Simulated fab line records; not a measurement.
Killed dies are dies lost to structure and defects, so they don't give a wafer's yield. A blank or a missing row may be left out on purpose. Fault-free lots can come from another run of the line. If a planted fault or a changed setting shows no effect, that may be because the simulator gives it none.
fab line records	flow n5Finfet
[record] lots = 24	wafers = 72	lastDay = 17
route steps=1938 shown BEOL_M5@1151 BEOL_M6@1207
lots with no fault: from the same line, run without faults
startH: the number of hours between the record's first day and the start of the first shown wafer of the lot	waitH: how many hours have passed since the lot's step before this one	" as in the row above	L1.1+2: one row covering several wafers at once	- no value, or no start given	* or withheld: withheld	< > ~ a bound
route shown NAME@n: a module of which the file shows steps, and the number in the route of the first	usual: mean/standard deviation of fault-free wafers	same: alike in all rows	chamber/n: place in a boat	sites: per-site readings	_std_site: how widely they spread, as a standard deviation	_edge_site: the outer-site mean with the inner-site mean subtracted	radiusMm: how far each site lies from the wafer's centre	mask NAME#n: copy n	behind: the last tool/chamber to shape the wafer	hold: cause of the lot's hold/its duration in hours/its outcome	device: transistor that didn't switch, given as n, p or np	end of line: tests run on the same wafers once the route is complete	for a step that has no rows: nothing shown but its recipe	killed: dies lost to structure and defects at the first sort, not the wafer's yield	map: a wafer's dies, marking killed ones x, the rest . and places with no die _
set.NAME: setting as actually run; set.NAME@STEP: the setting as run at that earlier step	model.NAME: the simulator's own value behind a step, which no gauge read
a sample of lots followed through the steps of the route, with each step as a table and each wafer as a row
services: a tool's chamber out of use, with start hour (startH, from the record's first day; less than 0 if before it), hours out, and reason
[[steps]]
[step N5_BEOL_M5_DESCUM_33]
[recipe] chemistry = O2	timeS = 7	sourcePowerW = 50	biasPowerW = 20	pressureMtorr = 20	rfFrequencyHz = 2.712e+07	tempC = 40	resist = CAR-EUV	o2FlowSccm = 225
[usual] drypumpMotorCurrentA = 5.8/0.42	oesProductAu = 0.78/0.085	rfVppV = 242.7/1.1	showerheadPlenumPTorr = 2.07/0.05	throttleValvePct = 20.49/0.26
lot.wafer	tool	chamber	startH	waitH	drypumpMotorCurrentA	oesProductAu	rfHoursCounterH	rfVppV	showerheadPlenumPTorr	throttleValvePct
L074.1	rieDiel-01	3	191.68	0.0	6.2	0.75	153	242.9	2.02	20.48
L074.3	"	0	"	"	6.3	0.96	6	244.7	2.05	20.03
L074.6	"	3	"	"	6.2	0.75	-	240.3	2.02	20.49
L076.1	rieDiel-02	2	195.66	0.0	6.0	0.72	168	244.0	2.16	20.58
L076.4	"	1	"	"	5.8	0.69	246	242.0	2.04	20.83
L076.6	"	1	"	"	5.8	0.70	-	241.5	2.04	20.81
L075.1	rieDiel-02	3	199.11	0.4	6.3	0.84	78	242.4	2.11	20.41
L075.3	"	2	"	"	6.0	0.72	169	243.7	2.16	20.58
L075.4	"	1	"	"	5.8	0.70	247	243.0	2.04	20.83
L079.3	rieDiel-01	1	207.61	0.0	5.4	0.73	178	241.1	1.98	20.13
L079.5	"	3	"	"	6.2	0.75	-	242.0	2.02	20.51
L079.6	"	2	"	"	5.9	0.77	-	242.5	2.11	20.59
L078.2	rieDiel-06	1	212.02	0.0	5.5	0.74	171	241.7	2.09	20.07
L078.3	"	3	"	"	5.2	0.73	212	244.1	2.15	20.65
L078.6	"	3	"	"	5.2	0.72	-	243.8	2.15	20.66
L081.3	rieDiel-06	3	227.09	0.4	5.2	0.72	217	245.2	2.15	20.66
L081.4	"	0	"	"	5.6	0.92	9	243.2	2.07	20.63
L081.5	"	3	"	"	5.2	0.72	-	244.2	2.15	20.67
L082.2	rieDiel-06	1	228.26	0.0	5.5	0.73	176	242.9	2.09	20.07
L082.4	"	3	"	"	5.2	0.72	217	243.5	2.15	20.66
L082.5	"	2	"	"	6.2	0.71	-	242.1	2.08	20.91
L077.2	rieDiel-01	0	235.93	0.4	6.4	0.93	21	241.8	2.05	20.05
L077.5	"	2	"	"	5.9	0.77	-	243.9	2.10	20.58
L077.6	"	0	"	"	6.3	0.91	-	241.0	2.05	20.05
L080.2	rieDiel-02	0	238.70	0.0	5.0	0.85	65	242.5	2.03	20.36
L080.3	"	1	"	"	5.8	1.01	3	241.3	2.04	20.52
L080.4	"	2	"	"	6.0	0.71	184	244.4	2.15	20.59
L083.1	rieDiel-01	0	248.40	0.5	6.3	0.91	26	241.5	2.05	20.05
L083.2	"	3	"	"	6.2	0.75	165	241.6	2.02	20.49
L083.4	"	1	"	"	5.4	0.73	191	240.9	1.97	20.14
L084.1	rieDiel-06	3	249.37	0.4	5.2	0.71	224	244.2	2.15	20.68
L084.2	"	1	"	"	5.5	0.73	183	241.9	2.09	20.08
L084.3	"	0	"	"	5.6	0.91	16	242.7	2.07	20.65
L085.1	rieDiel-02	1	257.56	0.3	5.7	0.98	9	243.1	2.03	20.52
L085.3	"	3	"	"	6.3	0.81	99	242.6	2.10	20.43
L085.4	"	2	"	"	6.0	0.71	191	244.2	2.15	20.63
L086.1	rieDiel-02	0	261.42	0.0	5.0	0.84	68	241.3	2.03	20.37
L086.2	"	3	"	"	6.3	0.81	100	243.9	2.10	20.43
L086.4	"	1	"	"	5.8	0.98	10	243.6	2.03	20.55
L088.1	rieDiel-06	2	265.66	0.0	6.2	0.71	215	243.0	2.08	20.93
L088.3	"	1	"	"	5.5	0.72	188	244.1	2.09	20.09
L088.4	"	3	"	"	5.2	0.70	229	244.3	2.15	20.68
L087.2	rieDiel-01	1	267.61	0.1	5.4	0.71	198	242.4	1.97	20.16
L087.4	"	2	"	"	5.9	0.75	187	244.1	2.10	20.61
L087.6	"	0	"	"	6.4	0.90	-	242.9	2.04	20.05
L089.1	rieDiel-01	2	282.94	0.1	5.9	0.75	191	242.7	2.10	20.61
L089.3	"	1	"	"	5.5	0.72	203	241.3	1.97	20.18
L089.6	"	1	"	"	5.5	0.72	-	241.2	1.97	20.16
L090.2	rieDiel-06	0	283.39	0.6	5.6	0.89	26	241.7	2.07	20.66
L090.4	"	2	"	"	6.2	0.71	221	242.6	2.08	20.92
L090.5	"	0	"	"	5.6	0.88	-	241.8	2.07	20.66
L091.1	rieDiel-02	3	296.29	0.3	6.3	0.79	110	244.1	2.09	20.47
L091.4	"	2	"	"	6.0	0.68	205	242.7	2.14	20.63
L091.6	"	3	"	"	6.3	0.79	-	245.3	2.09	20.45
L092.1	rieDiel-02	2	301.63	0.4	6.0	0.69	207	242.7	2.14	20.64
L092.4	"	0	"	"	5.0	0.81	82	242.8	2.02	20.40
L092.5	"	0	"	"	5.0	0.81	-	242.6	2.02	20.39
L094.1	rieDiel-06	3	306.93	1.1	5.2	0.70	237	242.9	2.14	20.69
L094.2	"	0	"	"	5.6	0.89	28	243.3	2.07	20.68
L094.5	"	2	"	"	6.2	0.70	-	242.6	2.08	20.92
L095.2	rieDiel-06	3	309.26	0.1	5.2	0.70	238	244.1	2.14	20.70
L095.3	"	1	"	"	5.5	0.71	195	242.3	2.08	20.09
L095.4	"	0	"	"	5.6	0.88	28	242.0	2.07	20.66
L093.3	rieDiel-01	1	309.66	0.3	5.4	0.72	213	240.4	1.96	20.19
L093.4	"	3	"	"	6.2	0.73	186	243.0	2.01	20.52
L093.5	"	0	"	"	6.3	0.88	-	240.2	2.04	20.06
L096.1	rieDiel-02	0	314.38	0.0	5.0	0.82	87	240.9	2.02	20.39
L096.4	"	1	"	"	5.8	0.92	30	243.6	2.03	20.57
L096.5	"	2	"	"	6.0	0.68	-	244.4	2.14	20.64
L097.2	rieDiel-06	2	316.57	0.0	6.2	0.69	225	242.4	2.08	20.94
L097.3	"	1	"	"	5.5	0.70	198	243.3	2.08	20.11
L097.4	"	0	"	"	5.6	0.88	31	241.7	2.07	20.67
[step N5_BEOL_M5_ALD_86]
[recipe] material = TaN	targetThkA = *	tempC = 275	aldPrecursorFamily = PDMAT	aldCoReactant = NH3	pressureTorr = 3	carrierFlowSccm = 1500	pulseTimeS = 2	purgeTimeS = 3	coReactantPurgeTimeS = 2	coReactantPulseTimeS = 3	aldCycles = 30	precursorVesselTempC = 75	precursorVesselPressureTorr = 26.25	precursorVesselCarrierSccm = 1000
[usual] heaterPowerOuterW = 223/19	heaterPowerW = 405/34
lot.wafer	tool	chamber	startH	waitH	heaterPowerOuterW	heaterPowerW
L074.1	aldMetal-01	0	193.49	0.0	232	427
L074.3	"	3	"	"	236	433
L074.6	"	0	"	"	230	414
L076.1	aldMetal-03	2	196.85	0.0	250	449
L076.4	"	3	"	"	201	358
L076.6	"	2	"	"	248	437
L075.1	aldMetal-03	2	200.71	0.3	243	426
L075.3	"	3	"	"	201	356
L075.4	"	3	"	"	208	355
L079.3	aldMetal-02	2	209.32	0.0	214	365
L079.5	"	2	"	"	218	362
L079.6	"	3	"	"	242	432
L078.2	aldMetal-03	0	213.15	0.0	238	449
L078.3	"	1	"	"	195	378
L078.6	"	0	"	"	236	446
L081.3	aldMetal-02	0	228.63	0.1	229	431
L081.4	"	1	"	"	215	379
L081.5	"	2	"	"	215	359
L082.2	aldMetal-03	3	229.46	0.0	197	360
L082.4	"	1	"	"	195	369
L082.5	"	1	"	"	192	368
L077.2	aldMetal-01	1	237.02	0.1	195	365
L077.5	"	0	"	"	227	431
L077.6	"	1	"	"	196	367
L080.2	aldMetal-02	1	240.00	0.0	211	371
L080.3	"	3	"	"	249	428
L080.4	"	2	"	"	209	362
L083.1	aldMetal-01	1	249.90	0.0	195	367
L083.2	"	0	"	"	231	428
L083.4	"	2	"	"	225	405
L084.1	aldMetal-02	0	250.42	0.0	229	436
L084.2	"	2	"	"	217	362
L084.3	"	1	"	"	219	380
L085.1	aldMetal-03	2	258.90	0.0	250	450
L085.3	"	1	"	"	191	369
L085.4	"	3	"	"	197	357
L086.1	aldMetal-02	0	262.58	0.1	237	429
L086.2	"	2	"	"	220	356
L086.4	"	3	"	"	245	436
L088.1	aldMetal-02	0	266.81	0.0	231	429
L088.3	"	3	"	"	247	428
L088.4	"	2	"	"	216	360
L087.2	aldMetal-01	2	269.12	0.1	220	415
L087.4	"	1	"	"	191	374
L087.6	"	2	"	"	221	410
L089.1	aldMetal-01	2	284.59	0.1	227	406
L089.3	"	0	"	"	229	426
L089.6	"	1	"	"	195	378
L090.2	aldMetal-02	0	284.71	0.1	238	426
L090.4	"	3	"	"	242	438
L090.5	"	2	"	"	214	372
L091.1	aldMetal-03	3	298.32	0.1	205	367
L091.4	"	0	"	"	243	442
L091.6	"	1	"	"	196	369
L092.1	aldMetal-03	0	302.82	0.0	242	440
L092.4	"	3	"	"	201	360
L092.5	"	3	"	"	202	357
L094.1	aldMetal-01	2	309.44	0.0	223	412
L094.2	"	0	"	"	234	426
L094.5	"	0	"	"	227	445
L095.2	aldMetal-03	0	310.66	0.3	236	451
L095.3	"	3	"	"	199	363
L095.4	"	2	"	"	251	443
L093.3	aldMetal-01	2	310.82	0.1	222	417
L093.4	"	0	"	"	229	433
L093.5	"	2	"	"	227	404
L096.1	aldMetal-03	0	315.72	0.1	245	448
L096.4	"	3	"	"	205	364
L096.5	"	3	"	"	205	359
L097.2	aldMetal-01	3	318.10	0.1	235	440
L097.3	"	2	"	"	220	409
L097.4	"	1	"	"	190	366
[step N5_BEOL_M5_ANNEAL_49]
[recipe] tempC = 400	timeS = 1800	ambient = vacuum
[usual] heaterPowerW = 807/97
lot.wafer	tool	chamber	startH	waitH	heaterPowerW
L074.1	pvdSputter-03	-	194.09	0.0	762
L074.3	"	-	"	"	732
L074.6	"	-	"	"	769
L076.1	pvdSputter-01	-	197.61	0.0	739
L076.4	"	-	"	"	1013
L076.6	"	-	"	"	1009
L075.1	pvdSputter-02	-	202.38	0.0	775
L075.3	"	-	"	"	920
L075.4	"	-	"	"	686
L079.3	pvdSputter-01	-	209.97	0.0	774
L079.5	"	-	"	"	911
L079.6	"	-	"	"	725
L078.2	pvdSputter-03	-	213.90	0.0	759
L078.3	"	-	"	"	763
L078.6	"	-	"	"	763
L081.3	pvdSputter-01	-	229.35	0.0	721
L081.4	"	-	"	"	803
L081.5	"	-	"	"	723
L082.2	pvdSputter-03	-	230.10	0.0	788
L082.4	"	-	"	"	731
L082.5	"	-	"	"	779
L077.2	pvdSputter-03	-	239.08	0.0	751
L077.5	"	-	"	"	724
L077.6	"	-	"	"	718
L080.2	pvdSputter-01	-	240.70	0.0	732
L080.3	"	-	"	"	763
L080.4	"	-	"	"	1004
L083.1	pvdSputter-03	-	250.50	0.0	741
L083.2	"	-	"	"	745
L083.4	"	-	"	"	742
L084.1	pvdSputter-01	-	252.61	0.0	997
L084.2	"	-	"	"	769
L084.3	"	-	"	"	735
L085.1	pvdSputter-03	-	259.48	0.0	714
L085.3	"	-	"	"	744
L085.4	"	-	"	"	744
L086.1	pvdSputter-02	-	263.33	0.0	737
L086.2	"	-	"	"	975
L086.4	"	-	"	"	817
L088.1	pvdSputter-03	-	267.79	0.0	786
L088.3	"	-	"	"	773
L088.4	"	-	"	"	750
L087.2	pvdSputter-01	-	269.79	0.0	897
L087.4	"	-	"	"	974
L087.6	"	-	"	"	878
L089.1	pvdSputter-03	-	285.92	0.0	755
L089.3	"	-	"	"	771
L089.6	"	-	"	"	772
L090.2	pvdSputter-01	-	286.27	0.0	914
L090.4	"	-	"	"	1008
L090.5	"	-	"	"	917
L091.1	pvdSputter-01	-	298.96	0.0	773
L091.4	"	-	"	"	719
L091.6	"	-	"	"	906
L092.1	pvdSputter-02	-	303.44	0.0	769
L092.4	"	-	"	"	684
L092.5	"	-	"	"	760
L094.1	pvdSputter-01	-	309.99	0.0	780
L094.2	"	-	"	"	718
L094.5	"	-	"	"	986
L095.2	pvdSputter-03	-	311.86	0.0	714
L095.3	"	-	"	"	752
L095.4	"	-	"	"	761
L093.3	pvdSputter-02	-	313.04	0.0	766
L093.4	"	-	"	"	959
L093.5	"	-	"	"	679
L096.1	pvdSputter-01	-	316.54	0.0	916
L096.4	"	-	"	"	735
L096.5	"	-	"	"	772
L097.2	pvdSputter-02	-	318.65	0.0	680
L097.3	"	-	"	"	764
L097.4	"	-	"	"	943
[step N5_BEOL_M5_ANNEAL_82]
[recipe] tempC = 400	timeS = 1800	ambient = vacuum
[usual] heaterPowerW = 807/95
lot.wafer	tool	chamber	startH	waitH	heaterPowerW
L074.1	pvdSputter-03	-	195.18	0.0	762
L074.3	"	-	"	"	734
L074.6	"	-	"	"	765
L076.1	pvdSputter-01	-	198.69	0.0	740
L076.4	"	-	"	"	1020
L076.6	"	-	"	"	975
L075.1	pvdSputter-02	-	203.46	0.0	757
L075.3	"	-	"	"	958
L075.4	"	-	"	"	681
L079.3	pvdSputter-01	-	211.05	0.0	804
L079.5	"	-	"	"	901
L079.6	"	-	"	"	709
L078.2	pvdSputter-03	-	214.98	0.0	780
L078.3	"	-	"	"	752
L078.6	"	-	"	"	759
L081.3	pvdSputter-01	-	230.44	0.0	718
L081.4	"	-	"	"	767
L081.5	"	-	"	"	735
L082.2	pvdSputter-03	-	231.19	0.0	790
L082.4	"	-	"	"	741
L082.5	"	-	"	"	753
L077.2	pvdSputter-03	-	240.17	0.0	763
L077.5	"	-	"	"	746
L077.6	"	-	"	"	732
L080.2	pvdSputter-01	-	241.79	0.0	724
L080.3	"	-	"	"	785
L080.4	"	-	"	"	1004
L083.1	pvdSputter-03	-	251.58	0.0	766
L083.2	"	-	"	"	764
L083.4	"	-	"	"	728
L084.1	pvdSputter-01	-	253.70	0.0	1001
L084.2	"	-	"	"	780
L084.3	"	-	"	"	713
L085.1	pvdSputter-03	-	260.57	0.0	736
L085.3	"	-	"	"	736
L085.4	"	-	"	"	755
L086.1	pvdSputter-02	-	264.42	0.0	766
L086.2	"	-	"	"	959
L086.4	"	-	"	"	812
L088.1	pvdSputter-03	-	268.88	0.0	769
L088.3	"	-	"	"	753
L088.4	"	-	"	"	756
L087.2	pvdSputter-01	-	270.87	0.0	911
L087.4	"	-	"	"	997
L087.6	"	-	"	"	889
L089.1	pvdSputter-03	-	287.00	0.0	761
L089.3	"	-	"	"	803
L089.6	"	-	"	"	753
L090.2	pvdSputter-01	-	287.36	0.0	909
L090.4	"	-	"	"	1013
L090.5	"	-	"	"	895
L091.1	pvdSputter-01	-	300.04	0.0	776
L091.4	"	-	"	"	747
L091.6	"	-	"	"	897
L092.1	pvdSputter-02	-	304.52	0.0	754
L092.4	"	-	"	"	675
L092.5	"	-	"	"	763
L094.1	pvdSputter-01	-	311.08	0.0	771
L094.2	"	-	"	"	729
L094.5	"	-	"	"	1010
L095.2	pvdSputter-03	-	312.95	0.0	731
L095.3	"	-	"	"	748
L095.4	"	-	"	"	774
L093.3	pvdSputter-02	-	314.13	0.0	758
L093.4	"	-	"	"	957
L093.5	"	-	"	"	694
L096.1	pvdSputter-01	-	317.62	0.0	902
L096.4	"	-	"	"	726
L096.5	"	-	"	"	766
L097.2	pvdSputter-02	-	319.74	0.0	681
L097.3	"	-	"	"	747
L097.4	"	-	"	"	940
[step N5_BEOL_M6_CD_MEAS_11]
[recipe] targetCdNm = 38.5	landingEnergyEv = 500	detector = seInlens	polarity = opening
[usual] cdNm = 38.7/0.52
[same] landingEnergyEv = 500
lot.wafer	tool	chamber	startH	waitH	cdNm
L074.1	cdSem-03	0	202.91	-	38.5
L074.3	"	0	"	"	38.3
L074.6	"	0	"	"	39.1
L076.1	cdSem-03	0	206.37	-	38.9
L076.4	"	0	"	"	39.0
L076.6	"	0	"	"	38.9
L075.1	cdSem-03	0	209.82	-	38.3
L075.3	"	0	"	"	38.0
L075.4	"	0	"	"	38.7
L079.3	cdSem-03	0	216.91	-	39.1
L079.5	"	0	"	"	38.9
L079.6	"	0	"	"	38.7
L078.2	cdSem-02	0	220.78	-	38.2
L078.3	"	0	"	"	38.2
L078.6	"	0	"	"	39.6
L081.3	cdSem-02	0	236.48	-	38.5
L081.4	"	0	"	"	38.9
L081.5	"	0	"	"	39.1
L082.2	cdSem-02	0	236.79	-	38.6
L082.4	"	0	"	"	39.0
L082.5	"	0	"	"	38.8
L077.2	cdSem-02	0	245.95	-	38.2
L077.5	"	0	"	"	37.8
L077.6	"	0	"	"	37.8
L080.2	cdSem-03	0	248.63	-	39.0
L080.3	"	0	"	"	38.8
L080.4	"	0	"	"	39.3
L083.1	cdSem-02	0	258.33	-	38.3
L083.2	"	0	"	"	38.6
L083.4	"	0	"	"	38.8
L084.1	cdSem-03	0	259.53	-	37.5
L084.2	"	0	"	"	37.9
L084.3	"	0	"	"	38.1
L085.1	cdSem-03	0	266.72	-	39.5
L085.3	"	0	"	"	38.6
L085.4	"	0	"	"	39.5
L086.1	cdSem-03	0	272.10	-	38.1
L086.2	"	0	"	"	38.3
L086.4	"	0	"	"	38.9
L088.1	cdSem-01	0	276.49	-	38.5
L088.3	"	0	"	"	38.6
L088.4	"	0	"	"	38.8
L087.2	cdSem-03	0	276.73	-	38.5
L087.4	"	0	"	"	38.9
L087.6	"	0	"	"	37.9
L089.1	cdSem-03	0	293.83	-	37.8
L089.3	"	0	"	"	38.2
L089.6	"	0	"	"	38.4
L090.2	cdSem-03	0	294.21	-	38.7
L090.4	"	0	"	"	38.6
L090.5	"	0	"	"	39.0
L091.1	cdSem-01	0	307.06	-	38.8
L091.4	"	0	"	"	38.4
L091.6	"	0	"	"	38.7
L092.1	cdSem-01	0	310.32	-	39.1
L092.4	"	0	"	"	39.4
L092.5	"	0	"	"	39.2
L094.1	cdSem-01	0	316.85	-	38.7
L094.2	"	0	"	"	38.9
L094.5	"	0	"	"	38.3
L095.2	cdSem-01	0	318.97	-	38.5
L095.3	"	0	"	"	38.5
L095.4	"	0	"	"	38.2
L093.3	cdSem-03	0	320.36	-	38.5
L093.4	"	0	"	"	38.4
L093.5	"	0	"	"	38.5
L096.1	cdSem-01	0	325.26	-	39.7
L096.4	"	0	"	"	38.4
L096.5	"	0	"	"	39.0
L097.2	cdSem-01	0	326.12	-	39.1
L097.3	"	0	"	"	40.0
L097.4	"	0	"	"	38.5
[step N5_BEOL_M6_OVL_MEAS_12]
[recipe] pointsPerWafer = 44
[usual] M6_OVL = 0.1/0.73
lot.wafer	tool	chamber	startH	waitH	M6_OVL[nm]
L074.1	overlay-01	0	202.94	0.0	-0.3
L074.3	"	0	"	"	0.1
L074.6	"	0	"	"	0.0
L076.1	overlay-02	0	206.40	0.0	-0.7
L076.4	"	0	"	"	0.2
L076.6	"	0	"	"	0.6
L075.1	overlay-01	0	209.85	0.0	-0.4
L075.3	"	0	"	"	-0.4
L075.4	"	0	"	"	0.7
L079.3	overlay-02	0	216.94	0.0	-0.4
L079.5	"	0	"	"	-0.5
L079.6	"	0	"	"	0.6
L078.2	overlay-02	0	220.81	0.0	0.0
L078.3	"	0	"	"	-0.7
L078.6	"	0	"	"	0.3
L081.3	overlay-01	0	236.51	0.0	-0.6
L081.4	"	0	"	"	-0.6
L081.5	"	0	"	"	-0.4
L082.2	overlay-02	0	236.82	0.0	0.4
L082.4	"	0	"	"	0.8
L082.5	"	0	"	"	-0.3
L077.2	overlay-02	0	245.98	0.0	0.8
L077.5	"	0	"	"	1.1
L077.6	"	0	"	"	0.4
L080.2	overlay-02	0	248.66	0.0	-0.1
L080.3	"	0	"	"	0.8
L080.4	"	0	"	"	0.1
L083.1	overlay-01	0	258.36	0.0	-0.7
L083.2	"	0	"	"	-2.0
L083.4	"	0	"	"	-1.0
L084.1	overlay-02	0	259.56	0.0	-0.1
L084.2	"	0	"	"	0.8
L084.3	"	0	"	"	-0.3
L085.1	overlay-02	0	266.75	0.0	0.4
L085.3	"	0	"	"	-1.0
L085.4	"	0	"	"	1.3
L086.1	overlay-01	0	272.13	0.0	-0.4
L086.2	"	0	"	"	-0.6
L086.4	"	0	"	"	-0.1
L088.1	overlay-02	0	276.52	0.0	0.1
L088.3	"	0	"	"	-1.0
L088.4	"	0	"	"	1.0
L087.2	overlay-01	0	276.76	0.0	0.7
L087.4	"	0	"	"	0.1
L087.6	"	0	"	"	1.0
L089.1	overlay-01	0	293.86	0.0	1.5
L089.3	"	0	"	"	1.2
L089.6	"	0	"	"	-0.4
L090.2	overlay-02	0	294.24	0.0	1.7
L090.4	"	0	"	"	0.1
L090.5	"	0	"	"	-1.2
L091.1	overlay-01	0	307.09	0.0	1.4
L091.4	"	0	"	"	-0.2
L091.6	"	0	"	"	-1.1
L092.1	overlay-02	0	310.35	0.0	1.7
L092.4	"	0	"	"	0.2
L092.5	"	0	"	"	1.5
L094.1	overlay-02	0	316.88	0.0	0.1
L094.2	"	0	"	"	1.0
L094.5	"	0	"	"	-0.1
L095.2	overlay-01	0	319.00	0.0	-0.3
L095.3	"	0	"	"	-0.1
L095.4	"	0	"	"	0.2
L093.3	overlay-02	0	320.39	0.0	0.5
L093.4	"	0	"	"	1.2
L093.5	"	0	"	"	0.5
L096.1	overlay-01	0	325.29	0.0	0.1
L096.4	"	0	"	"	-0.1
L096.5	"	0	"	"	-0.2
L097.2	overlay-01	0	326.15	0.0	-0.9
L097.3	"	0	"	"	0.0
L097.4	"	0	"	"	-1.6
[[services]]
tool	chamber	startH	hours	kind
rieDiel-06	0	170.31	-	clean
rieDiel-06	0	170.31	-	consumableReplace:focusRing
rieDiel-06	0	170.31	24.4	scheduledDown
rieDiel-06	0	170.31	24.4	ventCycle
aldMetal-01	2	175.40	24.0	repair
rieDiel-06	-	176.96	1.2	repair
aldMetal-02	0	179.89	3.9	repair
aldMetal-03	0	194.00	14.1	repair
rieDiel-06	2	204.70	3.3	repair
rieDiel-02	1	208.27	-	clean
rieDiel-02	1	208.27	-	consumableReplace:focusRing
rieDiel-02	1	208.27	17.2	scheduledDown
aldMetal-03	1	223.10	3.2	repair
aldMetal-02	-	234.29	2.8	pm
rieDiel-02	0	242.88	8.6	repair
rieDiel-06	-	246.07	0.3	repair
aldMetal-03	1	247.32	3.8	repair
aldMetal-03	1	267.10	3.3	repair
aldMetal-01	-	279.44	2.8	pm
pvdSputter-02	-	281.96	0.5	repair
aldMetal-03	-	284.21	2.8	pm
aldMetal-02	2	288.91	26.9	repair
rieDiel-06	-	291.33	15.6	pm
rieDiel-02	3	315.13	4.7	repair
[[key]]
fault none
